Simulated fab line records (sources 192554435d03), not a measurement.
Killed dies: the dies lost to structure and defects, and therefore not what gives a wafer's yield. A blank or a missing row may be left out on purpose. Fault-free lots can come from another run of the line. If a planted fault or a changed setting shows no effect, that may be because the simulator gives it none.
fab line records	flow n5_finfet	part 2 of 2: steps 5 to 6 of 6
record: lots: 24	wafers: 72	last_day: 19
route steps=1938 shown MOL_CONTACT_COAG@573
lots that met no fault: taken from a fault-free run of the same line
start_h: the number of hours between the record's first day and the start of the first shown wafer of the lot	wait_h: hours elapsed since this lot's preceding step	" identical to the entry in the row above	L1.1+2: a row that stands for several wafers	- no value present, or no start provided	* or withheld: withheld	< > ~ a bound
route shown NAME@n: NAME is a module with steps in the file, n the number in the route of the first one	usual: mean/standard deviation taken from wafers without a fault	same: alike in all rows	chamber/n: place in a boat	sites: per-site readings	_std_site: their standard deviation	_edge_site: inner sites' mean taken away from outer sites' mean	radius_mm: for every site, how far away it sits from the centre of the wafer	mask NAME#n: copy n	behind: the most recent tool/chamber to have shaped the wafer	hold: why the lot was held/for how many hours/how that ended	device: the transistor (n, p or np) that didn't switch	end of line: tests run on the same wafers once the route is complete	for a step that has no rows: nothing shown but its recipe	killed: count of dies lost to structure and defects at first sort (not the wafer's yield)	map: the dies of a wafer, with x for killed, . for not killed, _ for no die there
set.NAME: setting as actually run; set.NAME@STEP: the setting as run at that earlier step	model.NAME: the simulator's own value behind a step, which no gauge read
the route's steps for a sample of lots (tables are steps, rows are wafers)
services: from which hour (start_h, from the record's first day; less than 0 if before it) a tool's chamber was out of use, for how many hours, and why
== steps ==
step: N5_MOL_CONTACT_COAG_VIA_ETCH_46
recipe: chemistry: C4F6/O2	target_depth_a: 460	overetch_a: 92	mask_material: SOC	target: SiO2	bias_w: 455	pressure_mtorr: 10	time_s: 40	source_w: 325	Ar_flow_sccm: 300	C4F6_flow_sccm: 10	O2_flow_sccm: 10	ion_energy_ev: 575.3	ends: end_point
usual: drypump_motor_current_A: 5.6/0.43	oes_o_777_au: 0.82/0.085	oes_product_au: 0.73/0.073	rf_vpp_V: 1581/26	showerhead_plenum_p_Torr: 2.84/0.1	throttle_valve_pct: 40.9/0.36
lot.wafer	tool	chamber	start_h	wait_h	drypump_motor_current_A	oes_o_777_au	oes_product_au	rf_hours_counter_h	rf_vpp_V	showerhead_plenum_p_Torr	throttle_valve_pct
L074.2	rie_diel-03	0	101.91	0.0	5.4	0.79	0.71	113	1634	2.75	40.8
L074.3	"	2	"	"	5.6	0.78	0.70	100	1560	2.75	41.0
L074.5	"	0	"	"	5.4	0.79	0.71	-	1634	2.75	40.8
L075.1	rie_diel-03	1	108.87	0.0	5.3	0.98	0.83	17	1584	3.03	41.0
L075.2	"	0	"	"	5.3	0.79	0.70	115	1634	2.74	40.8
L075.6	"	3	"	"	5.5	0.81	0.73	-	1556	2.98	40.4
L076.1	rie_diel-04	1	112.17	0.0	6.5	0.90	0.81	24	1604	2.79	41.6
L076.3	"	2	"	"	5.4	0.80	0.75	67	1583	2.88	41.0
L076.6	"	0	"	"	5.1	0.71	0.62	-	1583	2.82	41.2
L077.1	rie_diel-04	3	116.93	0.0	5.9	0.70	0.62	247	1533	2.68	41.0
L077.4	"	1	"	"	6.5	0.90	0.80	26	1604	2.79	41.6
L077.5	"	1	"	"	6.5	0.89	0.81	-	1603	2.79	41.6
L078.1	rie_diel-03	0	122.81	0.0	5.4	0.79	0.70	118	1635	2.74	40.8
L078.3	"	1	"	"	5.3	0.97	0.81	20	1584	3.03	41.0
L078.5	"	0	"	"	5.4	0.79	0.71	-	1634	2.74	40.8
L079.1	rie_diel-01	3	132.82	0.0	4.9	0.95	0.84	11	1573	2.90	40.4
L079.4	"	2	"	"	6.0	0.72	0.64	-	1534	2.70	40.5
L079.6	"	3	"	"	5.0	0.96	0.85	-	1574	2.90	40.4
L080.2	rie_diel-03	0	135.97	0.0	5.3	0.78	0.69	122	1635	2.74	40.8
L080.5	"	1	"	"	5.3	0.96	0.81	-	1585	3.03	41.0
L080.6	"	0	"	"	5.4	0.79	0.71	-	1632	2.74	40.8
L081.1	rie_diel-04	1	141.50	0.0	6.5	0.88	0.79	36	1603	2.79	41.6
L081.3	"	2	"	"	5.4	0.78	0.74	79	1583	2.88	41.0
L081.6	"	2	"	"	5.4	0.78	0.74	-	1583	2.88	41.0
L082.2	rie_diel-04	1	147.70	0.0	6.5	0.87	0.78	39	1602	2.79	41.6
L082.4	"	0	"	"	5.1	0.70	0.62	-	1583	2.81	41.2
L082.5	"	1	"	"	6.5	0.88	0.78	-	1604	2.79	41.6
L083.1	rie_diel-04	0	154.02	0.0	5.1	0.70	0.60	256	1583	2.81	41.2
L083.4	"	1	"	"	6.5	0.87	0.79	-	1603	2.79	41.6
L083.5	"	2	"	"	5.4	0.78	0.74	-	1583	2.88	41.0
L084.1	rie_diel-03	1	160.12	0.0	5.3	0.95	0.79	29	1584	3.03	41.0
L084.5	"	2	"	"	5.6	0.77	0.68	-	1560	2.74	41.0
L084.6	"	3	"	"	5.5	0.79	0.70	-	1557	2.97	40.4
L085.1	rie_diel-04	0	168.99	0.0	5.2	0.70	0.60	261	1584	2.81	41.2
L085.4	"	2	"	"	5.4	0.77	0.74	89	1581	2.87	41.0
L085.5	"	1	"	"	6.5	0.86	0.78	-	1603	2.78	41.6
L086.1	rie_diel-04	0	169.90	0.0	5.1	0.70	0.60	261	1580	2.81	41.2
L086.2	"	3	"	"	5.8	0.98	0.84	4	1557	3.01	40.9
L086.4	"	1	"	"	6.5	0.87	0.78	46	1602	2.78	41.6
L087.1	rie_diel-04	3	176.46	0.0	5.9	0.97	0.84	7	1556	3.01	40.9
L087.5	"	2	"	"	5.4	0.77	0.74	-	1581	2.87	41.0
L087.6	"	1	"	"	6.5	0.86	0.78	-	1603	2.78	41.6
L088.2	rie_diel-01	0	186.70	0.0	5.5	0.87	0.79	17	1603	2.80	41.2
L088.3	"	2	"	"	6.0	0.70	0.62	243	1533	2.69	40.6
L088.5	"	0	"	"	5.5	0.87	0.80	-	1603	2.80	41.2
L089.1	rie_diel-01	1	190.96	0.0	5.2	0.91	0.82	5	1584	2.91	40.7
L089.3	"	2	"	"	6.0	0.70	0.61	245	1534	2.69	40.6
L089.4	"	0	"	"	5.5	0.86	0.81	19	1602	2.80	41.2
L090.4	rie_diel-01	0	196.06	0.0	5.5	0.86	0.79	21	1604	2.80	41.2
L090.5	"	0	"	"	5.5	0.86	0.78	-	1603	2.80	41.2
L090.6	"	1	"	"	5.2	0.91	0.82	-	1583	2.91	40.8
L091.1	rie_diel-01	2	201.94	0.0	6.0	0.70	0.60	248	1533	2.69	40.6
L091.2	"	0	"	"	5.4	0.86	0.78	23	1605	2.80	41.2
L091.4	"	1	"	"	5.3	0.91	0.82	9	1583	2.91	40.8
L092.4	rie_diel-01	2	207.65	0.0	6.0	0.70	0.61	250	1533	2.69	40.6
L092.5	"	3	"	"	5.0	0.90	0.81	-	1572	2.89	40.4
L092.6	"	2	"	"	5.9	0.69	0.62	-	1532	2.69	40.6
L093.2	rie_diel-03	3	213.87	0.0	5.5	0.77	0.69	100	1556	2.97	40.4
L093.3	"	1	"	"	5.3	0.92	0.78	45	1583	3.02	41.0
L093.5	"	1	"	"	5.4	0.92	0.77	-	1583	3.02	41.0
L094.1	rie_diel-03	1	216.91	0.0	5.3	0.92	0.78	46	1582	3.02	41.0
L094.2	"	3	"	"	5.5	0.77	0.70	100	1556	2.97	40.4
L094.3	"	0	"	"	5.3	0.76	0.67	143	1632	2.73	40.8
L095.1	rie_diel-04	0	221.00	0.0	5.1	0.98	0.84	1	1584	2.80	41.1
L095.3	"	3	"	"	5.8	0.93	0.81	22	1558	3.00	40.9
L095.5	"	2	"	"	5.4	0.75	0.71	-	1582	2.86	41.0
L096.1	rie_diel-03	3	237.66	0.0	5.4	0.77	0.68	106	1555	2.96	40.4
L096.5	"	0	"	"	5.3	0.76	0.68	-	1631	2.73	40.8
L096.6	"	3	"	"	5.5	0.77	0.69	-	1557	2.96	40.4
L097.1	rie_diel-03	1	238.56	0.0	5.3	0.91	0.77	52	1582	3.01	41.0
L097.3	"	0	"	"	5.4	0.76	0.67	149	1632	2.73	40.8
L097.5	"	3	"	"	5.5	0.77	0.69	-	1555	2.96	40.4
step: N5_MOL_CONTACT_COAG_CD_MEAS_40
recipe: target_cd_nm: 25.1	landing_energy_ev: 500	detector: se_inlens	polarity: opening
usual: cd_nm: 25.11/0.21
lot.wafer	tool	chamber	start_h	wait_h	cd_nm
L074.2	cd_sem-02	0	102.69	-	25.03
L074.3	"	0	"	"	25.57
L074.5	"	0	"	"	24.91
L075.1	cd_sem-02	0	109.65	-	25.05
L075.2	"	0	"	"	25.34
L075.6	"	0	"	"	25.27
L076.1	cd_sem-02	0	112.95	-	25.01
L076.3	"	0	"	"	25.18
L076.6	"	0	"	"	24.88
L077.1	cd_sem-01	0	117.71	-	25.10
L077.4	"	0	"	"	25.11
L077.5	"	0	"	"	24.91
L078.1	cd_sem-01	0	123.46	-	24.96
L078.3	"	0	"	"	24.94
L078.5	"	0	"	"	25.03
L079.1	cd_sem-02	0	133.60	-	25.11
L079.4	"	0	"	"	25.00
L079.6	"	0	"	"	25.32
L080.2	cd_sem-01	0	136.63	-	25.45
L080.5	"	0	"	"	25.09
L080.6	"	0	"	"	25.19
L081.1	cd_sem-02	0	142.33	-	24.96
L081.3	"	0	"	"	25.01
L081.6	"	0	"	"	24.97
L082.2	cd_sem-02	0	148.35	-	24.89
L082.4	"	0	"	"	25.50
L082.5	"	0	"	"	25.35
L083.1	cd_sem-03	0	154.68	-	25.01
L083.4	"	0	"	"	25.04
L083.5	"	0	"	"	25.37
L084.1	cd_sem-03	0	160.78	-	25.17
L084.5	"	0	"	"	24.72
L084.6	"	0	"	"	24.53
L085.1	cd_sem-02	0	169.64	-	25.10
L085.4	"	0	"	"	25.08
L085.5	"	0	"	"	25.38
L086.1	cd_sem-03	0	170.67	-	25.21
L086.2	"	0	"	"	25.42
L086.4	"	0	"	"	24.73
L087.1	cd_sem-01	0	177.12	-	24.86
L087.5	"	0	"	"	24.95
L087.6	"	0	"	"	24.99
L088.2	cd_sem-02	0	187.35	-	25.29
L088.3	"	0	"	"	24.73
L088.5	"	0	"	"	24.89
L089.1	cd_sem-03	0	191.77	-	25.12
L089.3	"	0	"	"	24.85
L089.4	"	0	"	"	24.88
L090.4	cd_sem-02	0	196.72	-	24.71
L090.5	"	0	"	"	25.07
L090.6	"	0	"	"	25.42
L091.1	cd_sem-02	0	202.72	-	25.01
L091.2	"	0	"	"	24.99
L091.4	"	0	"	"	25.22
L092.4	cd_sem-02	0	208.31	-	24.71
L092.5	"	0	"	"	24.82
L092.6	"	0	"	"	24.81
L093.2	cd_sem-02	0	214.52	-	24.49
L093.3	"	0	"	"	25.17
L093.5	"	0	"	"	24.91
L094.1	cd_sem-01	0	217.69	-	25.09
L094.2	"	0	"	"	25.10
L094.3	"	0	"	"	24.99
L095.1	cd_sem-02	0	221.78	-	25.05
L095.3	"	0	"	"	25.19
L095.5	"	0	"	"	25.00
L096.1	cd_sem-01	0	238.31	-	25.11
L096.5	"	0	"	"	25.03
L096.6	"	0	"	"	25.07
L097.1	cd_sem-02	0	239.33	-	25.27
L097.3	"	0	"	"	25.39
L097.5	"	0	"	"	24.92
== services ==
tool	chamber	start_h	hours	kind
rie_diel-04	1	80.43	8.6	repair
rie_diel-01	2	88.49	2.0	repair
rie_diel-03	-	111.08	2.8	pm
rie_diel-04	3	128.01	-	clean
rie_diel-04	3	128.01	-	consumable_replace:focus_ring
rie_diel-04	3	128.01	-	consumable_replace:showerhead
rie_diel-04	3	128.01	28.4	scheduled_down
rie_diel-04	3	128.01	28.4	vent_cycle
rie_diel-01	0	128.11	-	clean
rie_diel-01	0	128.11	-	consumable_replace:focus_ring
rie_diel-03	0	149.41	9.5	repair
rie_diel-01	1	153.53	-	clean
rie_diel-01	1	153.53	-	consumable_replace:focus_ring
rie_diel-01	1	153.53	22.3	scheduled_down
rie_diel-01	1	153.53	22.3	vent_cycle
rie_diel-04	2	165.85	1.5	repair
rie_diel-04	0	170.71	17.3	repair
rie_diel-01	3	183.63	4.1	repair
rie_diel-04	0	188.21	-	clean
rie_diel-01	2	208.41	-	clean
rie_diel-01	2	208.41	-	consumable_replace:focus_ring
rie_diel-01	2	208.41	-	consumable_replace:showerhead
rie_diel-01	2	208.41	16.5	scheduled_down
rie_diel-01	2	208.41	16.5	vent_cycle
